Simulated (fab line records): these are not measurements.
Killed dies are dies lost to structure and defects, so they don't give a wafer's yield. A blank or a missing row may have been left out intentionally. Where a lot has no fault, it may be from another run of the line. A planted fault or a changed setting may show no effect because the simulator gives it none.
Matching of chambers | flow nand-harc | rie-diel-13 running NHARC_A_STAIRCASE_DESCUM_11: 4 sister chambers
The step chemistry O2, time 3 s. 8 wafers are shown with their chamber, then 7 later ones without.

EACH WAFER AND ITS CHAMBER
wafer  | chamber | showerhead-plenum-p-Torr (Torr) | oes-product-au (a.u.)
L082.1 | 0       | 2.08                            | 0.993
L082.6 | 1       | 1.80                            | 1.004
L081.6 | 2       | 2.05                            | 0.992
L083.1 | 3       | 1.89                            | 0.984
L083.2 | 1       | 1.80                            | 0.998
L083.6 | 3       | 1.89                            | 0.995
L092.3 | 2       | 2.05                            | 0.995
L092.4 | 0       | 2.07                            | 0.992

WAFERS WHOSE CHAMBER IS MISSING
wafer  | showerhead-plenum-p-Torr (Torr) | oes-product-au (a.u.)
L092.6 | 1.79                            | 1.009
L093.2 | 2.07                            | 0.977
L093.3 | 1.88                            | 0.989
L093.4 | 1.79                            | 1.008
L097.3 | 2.06                            | 0.977
L097.4 | 1.88                            | 1.009
L097.6 | 1.79                            | 1.008

WHICH CHAMBER EACH WENT THROUGH
wafer  | from the rows above     | in truth
L092.6 | 1                       | 1
L093.2 | 0                       | 0
L093.3 | 3                       | 3
L093.4 | 1                       | 1
L097.3 | can't be placed: 2 or 0 | 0
L097.4 | 3                       | 3
L097.6 | 1                       | 1
Correctly placed: 6 of 7. Can't be placed from these rows: 1 (the true chamber is among the candidates in 1). 0 placed wrongly.
How it was worked out, from the rows above alone: a wafer's distance from a chamber is the root of the sum, over the readings, of the square of ((its reading less the chamber's mean) divided by the reading's scatter). The wafer belongs to the nearest chamber; if the next one is less than 2 further off, it can't be placed. Each chamber's mean is taken over the wafers shown for it. The scatter: take each reading less its chamber's mean, square it, sum over the shown wafers, divide by the number of wafers less the number of chambers, and take the root.
